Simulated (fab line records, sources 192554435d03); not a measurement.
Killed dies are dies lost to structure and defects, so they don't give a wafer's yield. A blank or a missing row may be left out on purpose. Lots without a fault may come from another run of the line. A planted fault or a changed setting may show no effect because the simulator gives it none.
Problem report in the 8D (eight disciplines) form, filled by code | flow n5_finfet | the parts of the form that need people (team, actions taken, sign-off) are left out

1. THE PROBLEM
run_length_s at N5_SDB_COAT_04 reads a mean of 89.76 s on 1 wafer of 1 lot; wafers without a fault read 66.14 s with a standard deviation of 0.17. That is +99 or more standard deviations from the usual mean.
The step: time 60 s, resist thk 18 nm.
First seen on wafer L444.1, day 8 18:53, on litho_track-01. The record holds 27 wafers of 9 lots with a number at this step. Rule for "out", or "out of limits": more than 4 standard deviations from the usual mean. The other wafers with a number count as sound.

2. WHAT IT IS AND WHAT IT IS NOT
question                    | is               | is not
which readings at this step | run_length_s     | chill_plate_temp_C, dispense_pressure_kPa
which lots                  | L444             | L426, L427, L429, L432, L433, L441, L443, L447
which wafers of those lots  | L444.1           | L444.5, L444.6
read on which tools         | litho_track-01   | litho_track-02, litho_track-03
when                        | from day 8 18:53 | up to then (23 sound wafers); but 3 sound wafers of L447 came after

3. SUSPECTS, AND WHAT RULES EACH OUT
Counting: a tool at a process step up to the reading stays a suspect if it ran every lot that is out. Sound lots after the first of them don't rule it out here, since some wafers of a struck lot are sound.
- cmp-02 at N5_ILD0_CMP_03 (polishes, stops on SiNx, t overpolish 1.9 s, target thk 197.38 nm): kept. It ran the lot that is out, L444 (day 8 14:59); its last sound lot up to then is L429 (day 5 03:35).
- cmp-02 at N5_ILD0_CMP_07 (polishes SiO2 flowable, stops on poly-Si, t overpolish 1.18 s, target thk 138.88 nm): kept. It ran the lot that is out, L444 (day 8 15:21); its last sound lot up to then is L443 (day 8 12:50).
- litho_track-01 at N5_SDB_COAT_04 (time 60 s, resist thk 18 nm): kept. It ran the lot that is out, L444 (day 8 18:53); its last sound lot up to then is L443 (day 8 16:29). Its own readings are out on those wafers: run_length_s.
- Within cmp-02 at N5_ILD0_CMP_03: the wafers that are out ran in chamber 2; their sound lot-mates ran in chambers 0, 1.
- Within cmp-02 at N5_ILD0_CMP_07: the wafers that are out ran in chamber 0; their sound lot-mates ran in chambers 1, 2.
Left after counting: cmp-02 at N5_ILD0_CMP_03, cmp-02 at N5_ILD0_CMP_07, litho_track-01 at N5_SDB_COAT_04.

4. THE CAUSE (what the simulator had put in)
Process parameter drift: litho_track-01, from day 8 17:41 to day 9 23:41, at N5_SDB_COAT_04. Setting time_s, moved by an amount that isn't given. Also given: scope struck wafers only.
Counting left 3 suspects, and this tool is among them.

5. THE CHAIN OF EFFECTS, in route order
Each row: a reading whose mean over the struck wafers that have a number lies more than 3 standard deviations from the usual. Only readings for which the record gives a usual standard deviation are gone through. hours: the time from each lot's start at the first step in this table that gives one to its start at this step, as a median over the lots. sigmas: the change in usual standard deviations.
hours | step           | reading      | usual   | on struck wafers | change | sigmas
0     | N5_SDB_COAT_04 | run_length_s | 66.14 s | 89.76            | +23.62 | +99 or more
The process steps in it:
- N5_SDB_COAT_04: time 60 s, resist thk 18 nm.
Later measuring or inspecting steps at which every struck wafer that the step has a row for has a number for every such reading, and none has moved that far: N5_BEOL_M4_RC_MEAS_101.

6. WHAT WOULD HAVE CAUGHT IT SOONER
In this record the first reading out of limits was taken at day 8 18:53, 1 hour after the fault began at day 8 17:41.
